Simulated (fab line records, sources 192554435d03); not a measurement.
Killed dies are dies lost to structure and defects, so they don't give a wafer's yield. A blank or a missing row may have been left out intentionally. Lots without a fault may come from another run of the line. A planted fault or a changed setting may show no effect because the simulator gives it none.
Split-lot trial ; flow n5-finfet ; route with 1938 steps; 7 lots, 39 wafers read

## SPLIT DETAILS
At N5_STI_FIN_REVEAL_ETCHBACK_08 (etches SiO2 in C4F6/O2, target depth 30.5 nm, time 10.167 s), the setting target-depth-a was moved away from the recipe's 305 angstrom on 15 of the 39 wafers read, by -8.4% to +9.3%. All remaining wafers had this setting at the recipe value.

## FROM THE SPLIT TO THE READING: what the file shows between them, 4 steps
- N5_STI_FIN_REVEAL_OXIDATION_31: chemistry O2 PLASMA REMOTE, time 20 s (also split here: time-s)
- N5_STI_FIN_REVEAL_PRECLEAN_32: cleans in NF3:NH3, afs cycles 1, time 20 s, sublimation time 60 s
- N5_STI_FIN_REVEAL_STRIP_35: strips Si3N4 in H3PO4, target depth 4 nm, time 39 s
- N5_STI_FIN_REVEAL_SRD_23: time 30 s

## THE READING
trench-depth-nm, in nm, at N5_STI_FIN_REVEAL_FIN_H_MEAS_10. On this fab line, fault-free wafers typically give 51.9 nm with a standard deviation of 0.66 nm.

wafer;tool, chamber at the split;target-depth-a as run, angstrom;against the recipe;trench-depth-nm, nm;against lot-mates on the recipe
L075.1;rie-diel-01, 1,0,0;290.6;-4.7%;50.2;-1.2
L075.2;rie-diel-01, 2,3,3;305;recipe;51.6;-
L075.3;rie-diel-01, 2,3,3;305;recipe;51.2;-
L075.4;rie-diel-01, 1,0,0;290.6;-4.7%;50.9;-0.5
L075.5;rie-diel-01, 1,0,0;290.6;-4.7%;49.8;-1.6
L075.6;rie-diel-01, 2,3,3;305;recipe;51.4;-
L081.1;rie-diel-04, 1,2,2;305;recipe;52.0;-
L081.2;rie-diel-04, 3,0,1;321;+5.2%;53.5;+1.9
L081.3;rie-diel-04, 1,2,2;305;recipe;51.7;-
L081.4;rie-diel-04, 3,0,1;321;+5.2%;52.8;+1.2
L081.5;rie-diel-04, 1,2,2;305;recipe;51.1;-
L081.6;rie-diel-04, 3,0,1;321;+5.2%;54.1;+2.5
L082.1;rie-diel-04, 3,2,0;279.3;-8.4%;49.2;-2.5
L082.2;rie-diel-04, 0,2,3;305;recipe;51.5;-
L082.3;rie-diel-04, 0,2,3;305;recipe;51.5;-
L082.4;rie-diel-04, 3,2,0;279.3;-8.4%;49.6;-2.1
L082.5;rie-diel-04, 0,2,3;305;recipe;52.1;-
L082.6;rie-diel-04, 3,2,0;279.3;-8.4%;49.3;-2.4
L084.1;rie-diel-03, 1,2,1;305;recipe;52.0;-
L084.2;rie-diel-03, 3,0,0;316.6;+3.8%;52.2;+0.3
L084.3;rie-diel-03, 3,0,0;316.6;+3.8%;52.0;+0.1
L084.4;rie-diel-03, 1,2,1;305;recipe;51.7;-
L084.5;rie-diel-03, 3,0,0;316.6;+3.8%;52.2;+0.3
L084.6;rie-diel-03, 1,2,1;305;recipe;52.0;-
L089.1;rie-diel-04, 0,1,3,2,3,0;305;recipe;51.4;-
L089.2;rie-diel-04, 0,1,3,2,3,0;305;recipe;52.6;-
L089.3;rie-diel-04, 0,1,3,2,3,0;305;recipe;52.2;-
L089.4;rie-diel-04, 0,1,3,2,3,0;305;recipe;51.6;-
L089.5;rie-diel-04, 0,1,3,2,3,0;305;recipe;53.2;-
L089.6;rie-diel-04, 0,1,3,2,3,0;305;recipe;52.3;-
L092.1;rie-diel-03, 3,2,3;305;recipe;52.6;-
L092.3;rie-diel-03, 3,2,3;305;recipe;52.7;-
L092.5;rie-diel-03, 3,2,3;305;recipe;51.5;-
L097.1;rie-diel-01, 2,0,0;333.5;+9.3%;54.9;+2.0
L097.2;rie-diel-01, 2,0,0;333.5;+9.3%;55.3;+2.4
L097.3;rie-diel-01, 3,2,3;305;recipe;53.5;-
L097.4;rie-diel-01, 3,2,3;305;recipe;51.8;-
L097.5;rie-diel-01, 2,0,0;333.5;+9.3%;55.8;+2.9
L097.6;rie-diel-01, 3,2,3;305;recipe;53.3;-
If several chambers appear in one row, that row covers several wafers at once and the file leaves open which wafer was in which chamber.

THE FIT
A straight line over all 39 wafers: trench-depth-nm changes by +0.314 nm for each +1% of target-depth-a; r = +0.90; the points scatter about the line by 0.66 nm.
The same after taking each lot's own level away (the mean of its wafers on the recipe; 39 wafers): +0.264 nm for each +1%; r = +0.91; scatter 0.52 nm.
That fit puts the effect of the largest move of target-depth-a on the reading at 2.5 nm.
From 51.40 to 52.87 nm: that is the span of the lots' own levels, equal to 2.2 times the standard deviation above.
So the lot-to-lot level changes the slope: the two fits differ.
Check: +2.51 nm against its lot-mates is what the line predicts for one of the wafers moved furthest among these (+9.3%) when that wafer is left out of the fit. Against them it came out at +2.03 nm.

## THESE WAFERS: OTHER SPLITS
These wafers also went through other splits before the reading. Each is held against what the fit with the lots' levels taken away leaves over:
other split on the same wafers;wafers away from the commonest value;r with trench-depth-nm (lot level and that fit taken away)
N5_FIN_CUT_ETCH_21 time-s;12;-0.14
N5_STI_FIN_REVEAL_OXIDATION_31 time-s;12;-0.02

## THE FILE'S OWN FIT
trench-depth-nm changes by +0.265 nm for each +1% of target-depth-a, r = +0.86.
